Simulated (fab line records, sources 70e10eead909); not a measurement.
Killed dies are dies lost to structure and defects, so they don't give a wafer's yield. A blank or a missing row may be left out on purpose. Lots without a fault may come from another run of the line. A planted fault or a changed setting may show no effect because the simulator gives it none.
A struck lot beside a sound one | flow nand_harc | 14 steps out of a route of 1302
Sound: wafers L161.1, L161.2, L161.3. Struck: wafers L164.1, L164.5, L164.6. The cause comes at the end.
At each step with rows: each side's tool, then ch and its chambers, then its first start. Under that, the readings that differ: sound wafers | struck wafers | difference of the means | sigmas: that difference in standard deviations of wafers without a fault.
alike: readings whose means differ by less than 2 such deviations, and words and numbers that are the same on both sides. not compared: withheld readings, readings that some wafer has no value for, bounds like >300 that may hide the same value, and numbers for which the record gives no deviation and whose values overlap.
The two part at a step that has a row with sigmas, a row that says differs or no value, or rows on one side only. Numbers that don't overlap but have no deviation are shown without sigmas and don't part them. A reading that every wafer of one side lacks parts them only if that side has two wafers or more.

first, 3 steps without rows for these wafers: NHARC_A_STAIRCASE_STRIP_447 (strips in SPM, time 900 s); NHARC_A_STAIRCASE_PRECLEAN_448 (cleans in SC1); NHARC_A_STAIRCASE_SRD_449.
NHARC_A_STAIRCASE_CMP_450: polishes SiO2, target thk 200 nm.
  sound on cmp-01 ch 0,2,3, day 22 02:59; struck on cmp-01 ch 0,3, day 23 08:13
  alike: motor_current_A
then, 3 steps without rows for these wafers: NHARC_A_STAIRCASE_CMP_152 (polishes); NHARC_A_STAIRCASE_SRD_154; NHARC_A_STAIRCASE_ETCH_403 (etches SiO2 in dHF, target depth 108.2 nm).
NHARC_A_STAIRCASE_ETCHBACK_422: etches the open film in CH3F/O2, target depth 40 nm, time 74.286 s.
  sound on rie_diel-02 ch 0,1,2, day 22 03:31; struck on rie_diel-12 ch 0,1,3, day 23 08:46
  alike: drypump_motor_current_A, oes_product_au, rf_vpp_V, showerhead_plenum_p_Torr, throttle_valve_pct
  not compared: rf_hours_counter_h
then, 1 step without rows for these wafers: NHARC_A_STAIRCASE_ETCH_423 (etches SiO2 in dHF, target depth 30 nm).
NHARC_A_STAIRCASE_ETCHBACK_157: etches the open film in CH3F/O2, target depth 90 nm, time 167.14 s.
  sound on rie_diel-02 ch 0,1,3, day 22 03:53; struck on rie_diel-02 ch 2,3, day 23 09:09
  alike: drypump_motor_current_A, oes_product_au, rf_vpp_V, showerhead_plenum_p_Torr, throttle_valve_pct
  not compared: rf_hours_counter_h
NHARC_A_STAIRCASE_STRIP_475: strips in O2, time 20 s.
  sound on rie_diel-02 ch 0,1,3; struck on rie_diel-02 ch 0,2, day 23 09:23
  alike: drypump_motor_current_A, oes_product_au, rf_vpp_V, showerhead_plenum_p_Torr, throttle_valve_pct
  not compared: rf_hours_counter_h
NHARC_A_STAIRCASE_DEP_471: deposits SiO2, target thk 100 nm.
  sound on pecvd-03 ch 0,1,2, day 22 04:10; struck on pecvd-02 ch 1,2, day 23 09:32
  reading            | sound             | struck            | difference | sigmas
  rf_fwd_power_W (W) | 895.3 898.7 898.2 | 751.5 752.2 749.1 | -146.5     | -52
  alike: heater_power_w, throttle_valve_pct
  not compared: since_wet_clean_h
NHARC_A_STAIRCASE_CMP_472: polishes SiO2.
  sound on cmp-01 ch 0,2,3, day 22 04:28; struck on cmp-04 ch 0,2,3, day 23 09:49
  alike: motor_current_A
-- the record jumps here: 5 days lie between the struck wafers' starts before and after (it left off in module A_STAIRCASE and takes up again in module END, whose first step shown is number 1302 of the route) --
NHARC_END_SORT_01:
  sound on prober-02 ch 0, day 27 16:05; struck on prober-01 ch 0, day 28 15:20
  alike: killed_at_array, killed_at_other, killed_at_periphery, killed_dies, killed_open, killed_short

WHERE THEY PART
Only at NHARC_A_STAIRCASE_DEP_471, within this record. Later steps at which nothing parts them and some readings are alike: NHARC_A_STAIRCASE_CMP_472, NHARC_END_SORT_01.

WHY: what the simulator had put in
Process parameter drift: pecvd-02, from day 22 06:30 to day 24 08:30, at NHARC_A_STAIRCASE_DEP_471. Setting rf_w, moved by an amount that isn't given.
